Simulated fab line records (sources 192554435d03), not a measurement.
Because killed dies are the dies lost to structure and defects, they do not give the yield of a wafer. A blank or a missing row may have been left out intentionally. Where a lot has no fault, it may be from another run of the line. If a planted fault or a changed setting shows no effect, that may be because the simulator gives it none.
Matching of chambers :: flow n5Finfet :: rieDiel-05 running N5_BEOL_M12_ETCH_38: 4 sister chambers
The step etches SiCN in CF4/N2, target depth 68.7 nm, time 73.4 s. 16 wafers are shown with their chamber, then 8 later ones without.

EACH WAFER AND ITS CHAMBER
wafer: L075.3
chamber: 3
showerheadPlenumPTorr (Torr): 2.19
drypumpMotorCurrentA (A): 5.8
throttleValvePct (%): 15.49

wafer: L075.4
chamber: 1
showerheadPlenumPTorr (Torr): 2.20
drypumpMotorCurrentA (A): 5.5
throttleValvePct (%): 15.69

wafer: L075.5
chamber: 3
showerheadPlenumPTorr (Torr): 2.19
drypumpMotorCurrentA (A): 5.8
throttleValvePct (%): 15.47

wafer: L078.3
chamber: 1
showerheadPlenumPTorr (Torr): 2.20
drypumpMotorCurrentA (A): 5.4
throttleValvePct (%): 15.70

wafer: L078.4
chamber: 3
showerheadPlenumPTorr (Torr): 2.19
drypumpMotorCurrentA (A): 5.8
throttleValvePct (%): 15.49

wafer: L078.5
chamber: 0
showerheadPlenumPTorr (Torr): 2.03
drypumpMotorCurrentA (A): 5.7
throttleValvePct (%): 15.20

wafer: L081.4
chamber: 0
showerheadPlenumPTorr (Torr): 2.02
drypumpMotorCurrentA (A): 5.7
throttleValvePct (%): 15.21

wafer: L081.5
chamber: 1
showerheadPlenumPTorr (Torr): 2.19
drypumpMotorCurrentA (A): 5.4
throttleValvePct (%): 15.71

wafer: L081.6
chamber: 3
showerheadPlenumPTorr (Torr): 2.18
drypumpMotorCurrentA (A): 5.8
throttleValvePct (%): 15.52

wafer: L083.2
chamber: 3
showerheadPlenumPTorr (Torr): 2.18
drypumpMotorCurrentA (A): 5.8
throttleValvePct (%): 15.53

wafer: L083.3
chamber: 0
showerheadPlenumPTorr (Torr): 2.02
drypumpMotorCurrentA (A): 5.7
throttleValvePct (%): 15.24

wafer: L083.4
chamber: 2
showerheadPlenumPTorr (Torr): 2.37
drypumpMotorCurrentA (A): 5.1
throttleValvePct (%): 14.93

wafer: L085.4
chamber: 0
showerheadPlenumPTorr (Torr): 2.02
drypumpMotorCurrentA (A): 5.7
throttleValvePct (%): 15.27

wafer: L085.5
chamber: 2
showerheadPlenumPTorr (Torr): 2.36
drypumpMotorCurrentA (A): 5.1
throttleValvePct (%): 14.95

wafer: L085.6
chamber: 3
showerheadPlenumPTorr (Torr): 2.18
drypumpMotorCurrentA (A): 5.8
throttleValvePct (%): 15.53

wafer: L090.1
chamber: 2
showerheadPlenumPTorr (Torr): 2.36
drypumpMotorCurrentA (A): 5.1
throttleValvePct (%): 14.99

SIGNATURES, as means of the wafers listed above
reading: showerheadPlenumPTorr
chamber 0: 2.0225
chamber 1: 2.1967
chamber 2: 2.3633
chamber 3: 2.1850
scatter within a chamber: 0.00546

reading: drypumpMotorCurrentA
chamber 0: 5.700
chamber 1: 5.433
chamber 2: 5.100
chamber 3: 5.800
scatter within a chamber: 0.0236

reading: throttleValvePct
chamber 0: 15.2300
chamber 1: 15.7000
chamber 2: 14.9567
chamber 3: 15.5050
scatter within a chamber: 0.0262
Rule: a wafer lies at a distance from a chamber equal to the root of the sum of squares, over the readings, of (its reading less the chamber's mean, divided by the reading's scatter). The wafer belongs to the nearest chamber; if the next one is less than 2 further off, it can't be placed. The scatter is the square root of a quotient: the sum, over the shown wafers, of each reading's squared deviation from its chamber's mean, divided by wafers minus chambers.

WAFERS WITHOUT THEIR CHAMBER
wafer: L090.3
showerheadPlenumPTorr (Torr): 2.02
drypumpMotorCurrentA (A): 5.7
throttleValvePct (%): 15.26

wafer: L090.4
showerheadPlenumPTorr (Torr): 2.36
drypumpMotorCurrentA (A): 5.1
throttleValvePct (%): 14.98

wafer: L092.2
showerheadPlenumPTorr (Torr): 2.02
drypumpMotorCurrentA (A): 5.6
throttleValvePct (%): 15.28

wafer: L092.3
showerheadPlenumPTorr (Torr): 2.18
drypumpMotorCurrentA (A): 5.4
throttleValvePct (%): 15.75

wafer: L092.6
showerheadPlenumPTorr (Torr): 2.19
drypumpMotorCurrentA (A): 5.5
throttleValvePct (%): 15.76

wafer: L096.3
showerheadPlenumPTorr (Torr): 2.35
drypumpMotorCurrentA (A): 5.1
throttleValvePct (%): 15.03

wafer: L096.5
showerheadPlenumPTorr (Torr): 2.35
drypumpMotorCurrentA (A): 5.1
throttleValvePct (%): 15.02

wafer: L096.6
showerheadPlenumPTorr (Torr): 2.17
drypumpMotorCurrentA (A): 5.8
throttleValvePct (%): 15.04

WHICH CHAMBER EACH WENT THROUGH
wafer: L090.3
from the rows above: 0
in truth: 0

wafer: L090.4
from the rows above: 2
in truth: 2

wafer: L092.2
from the rows above: 0
in truth: 0

wafer: L092.3
from the rows above: 1
in truth: 1

wafer: L092.6
from the rows above: 1
in truth: 1

wafer: L096.3
from the rows above: 2
in truth: 2

wafer: L096.5
from the rows above: 2
in truth: 2

wafer: L096.6
from the rows above: 3
in truth: 3
Correctly placed: 8 of 8. From these rows, 0 cannot be placed. 0 placed wrongly.
